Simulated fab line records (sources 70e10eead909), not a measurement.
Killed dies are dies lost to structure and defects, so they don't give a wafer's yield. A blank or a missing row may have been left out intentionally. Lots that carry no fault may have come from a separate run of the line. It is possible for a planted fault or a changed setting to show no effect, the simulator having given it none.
What tool caused it? :: flow nand harc :: 12 lots with 36 wafers sampled at 5 steps, on a route of 1159 steps

## WHAT EACH GAUGE READ, for each wafer
NHARC_A_SOURCE_PLATE_THK_MEAS_06: measures by ellipsometry.
lot: L075
measured: day 7 21:23
on: film metro-01
thk nm (nm): 200.9 198.7 196.1

lot: L076
measured: day 8 01:19
on: film metro-01
thk nm (nm): 196.2 201.2 199.4

lot: L078
measured: day 8 14:19
on: film metro-02
thk nm (nm): 199.5 196.7 195.0

lot: L081
measured: day 9 00:23
on: film metro-01
thk nm (nm): 197.6 200.7 200.6

lot: L084
measured: day 10 04:55
on: film metro-01
thk nm (nm): 198.7 198.7 200.2

lot: L085
measured: day 10 20:02
on: film metro-02
thk nm (nm): 198.8 202.9 200.9

lot: L086
measured: day 11 01:56
on: film metro-01
thk nm (nm): 203.0 200.6 200.9

lot: L089
measured: day 11 18:20
on: film metro-02
thk nm (nm): 200.4 202.1 201.9

lot: L091
measured: day 11 18:20
on: film metro-01
thk nm (nm): 199.4 195.4 196.4

lot: L093
measured: day 12 10:09
on: film metro-02
thk nm (nm): 195.5 202.0 196.2

lot: L094
measured: day 12 10:10
on: film metro-01
thk nm (nm): 205.0 204.1 203.8

lot: L097
measured: day 12 21:23
on: film metro-01
thk nm (nm): 201.2 202.5 200.8

## TOOL THAT RAN EACH LOT (tool first, then ch and the chambers of the sampled wafers, then the start)
lot: L075
NHARC_P_BONDPAD_DEP_00: pecvd-02 ch 0,1,2, day 6 20:07 or earlier
NHARC_P_BONDPAD_STRIP_15: rie diel-03 ch 0,1, day 6 20:07
NHARC_P_BONDPAD_ANNEAL_28: rtp anneal-02 ch 0, day 6 21:26
NHARC_P_BONDPAD_CMP_19: cmp-02 ch 0,1,2, day 6 21:44

lot: L076
NHARC_P_BONDPAD_DEP_00: pecvd-03 ch 1,2, day 6 22:17
NHARC_P_BONDPAD_STRIP_15: rie diel-03 ch 0,1,3, day 7 00:07
NHARC_P_BONDPAD_ANNEAL_28: rtp anneal-01 ch 0, day 7 01:26
NHARC_P_BONDPAD_CMP_19: cmp-01 ch 1,2,3, day 7 01:46

lot: L078
NHARC_P_BONDPAD_DEP_00: pecvd-04 ch 0,1, day 7 08:40
NHARC_P_BONDPAD_STRIP_15: rie diel-03 ch 1,2, day 7 10:29
NHARC_P_BONDPAD_ANNEAL_28: rtp anneal-01 ch 0, day 7 11:49
NHARC_P_BONDPAD_CMP_19: cmp-02 ch 1,3, day 7 12:08

lot: L081
NHARC_P_BONDPAD_DEP_00: pecvd-03 ch 1,2, day 7 23:39
NHARC_P_BONDPAD_STRIP_15: rie diel-09 ch 1,3, day 8 01:32
NHARC_P_BONDPAD_ANNEAL_28: rtp anneal-02 ch 0, day 8 02:52
NHARC_P_BONDPAD_CMP_19: cmp-02 ch 1,3, day 8 03:14

lot: L084
NHARC_P_BONDPAD_DEP_00: pecvd-04 ch 0,1,2, day 9 02:25 or earlier
NHARC_P_BONDPAD_STRIP_15: rie diel-01 ch 0,2, day 9 02:25
NHARC_P_BONDPAD_ANNEAL_28: rtp anneal-01 ch 0, day 9 03:49
NHARC_P_BONDPAD_CMP_19: cmp-01 ch 1,2, day 9 04:04

lot: L085
NHARC_P_BONDPAD_DEP_00: pecvd-03 ch 0,1, day 9 16:17
NHARC_P_BONDPAD_STRIP_15: rie diel-01 ch 0,1,3, day 9 18:00
NHARC_P_BONDPAD_ANNEAL_28: rtp anneal-02 ch 0, day 9 19:19
NHARC_P_BONDPAD_CMP_19: cmp-04 ch 1,2,3, day 9 19:41

lot: L086
NHARC_P_BONDPAD_DEP_00: pecvd-02 ch 0,1,2, day 10 01:14 or earlier
NHARC_P_BONDPAD_STRIP_15: rie diel-01 ch 0,3, day 10 01:14
NHARC_P_BONDPAD_ANNEAL_28: rtp anneal-01 ch 0, day 10 02:41
NHARC_P_BONDPAD_CMP_19: cmp-02 ch 0,1,3, day 10 03:05

lot: L089
NHARC_P_BONDPAD_DEP_00: pecvd-02 ch 0,2, day 10 13:50
NHARC_P_BONDPAD_STRIP_15: rie diel-03 ch 1,2,3, day 10 15:38
NHARC_P_BONDPAD_ANNEAL_28: rtp anneal-01 ch 0, day 10 16:55
NHARC_P_BONDPAD_CMP_19: cmp-01 ch 2,3, day 10 17:16

lot: L091
NHARC_P_BONDPAD_DEP_00: pecvd-02 ch 0,1,2, day 10 19:16 or earlier
NHARC_P_BONDPAD_STRIP_15: rie diel-03 ch 2,3, day 10 19:16
NHARC_P_BONDPAD_ANNEAL_28: rtp anneal-01 ch 0, day 10 20:34
NHARC_P_BONDPAD_CMP_19: cmp-04 ch 0,1,2, day 10 20:54

lot: L093
NHARC_P_BONDPAD_DEP_00: pecvd-03 ch 0,1,2, day 11 04:55
NHARC_P_BONDPAD_STRIP_15: rie diel-03 ch 1,2,3, day 11 06:45
NHARC_P_BONDPAD_ANNEAL_28: rtp anneal-01 ch 0, day 11 07:59
NHARC_P_BONDPAD_CMP_19: cmp-04 ch 0,1,2, day 11 08:24

lot: L094
NHARC_P_BONDPAD_DEP_00: pecvd-03 ch 0,1, day 11 06:13
NHARC_P_BONDPAD_STRIP_15: rie diel-03 ch 1,2,3, day 11 08:02
NHARC_P_BONDPAD_ANNEAL_28: rtp anneal-01 ch 0, day 11 09:33
NHARC_P_BONDPAD_CMP_19: cmp-04 ch 0,1,2, day 11 09:55

lot: L097
NHARC_P_BONDPAD_DEP_00: pecvd-03 ch 0,1, day 11 20:29
NHARC_P_BONDPAD_STRIP_15: rie diel-03 ch 1,2,3, day 11 22:29
NHARC_P_BONDPAD_ANNEAL_28: rtp anneal-01 ch 0, day 11 23:49
NHARC_P_BONDPAD_CMP_19: cmp-02 ch 1,2,3, day 12 00:07
- NHARC_P_BONDPAD_DEP_00: deposits SiCN, target thk 250 nm.
- NHARC_P_BONDPAD_STRIP_15: strips in O2.
- NHARC_P_BONDPAD_ANNEAL_28: time 90 s.
- NHARC_P_BONDPAD_CMP_19: polishes, t overpolish 30 s, cu recess touch 16 s, target thk 160.81 nm.

## THE ANSWER, worked out from the rows above alone
Rule: usual is defined by the lots themselves. Put in order of their means at a reading, lots are off if they are a third of the lots or fewer, leave a main group of 4 or more, and stand apart from it by a gap of 3 or more times the standard deviation of the main group's means; of several such gaps the widest counts. Not used: any main group whose means are identical at the precision the tables above print for the reading. A lot without any number at a reading at which 4 lots or more have one is off too. The other lots that the step has rows for count as sound.
None of the lots is off at any reading shown; this tells nothing.

## WHAT THE SIMULATOR HAD INSERTED
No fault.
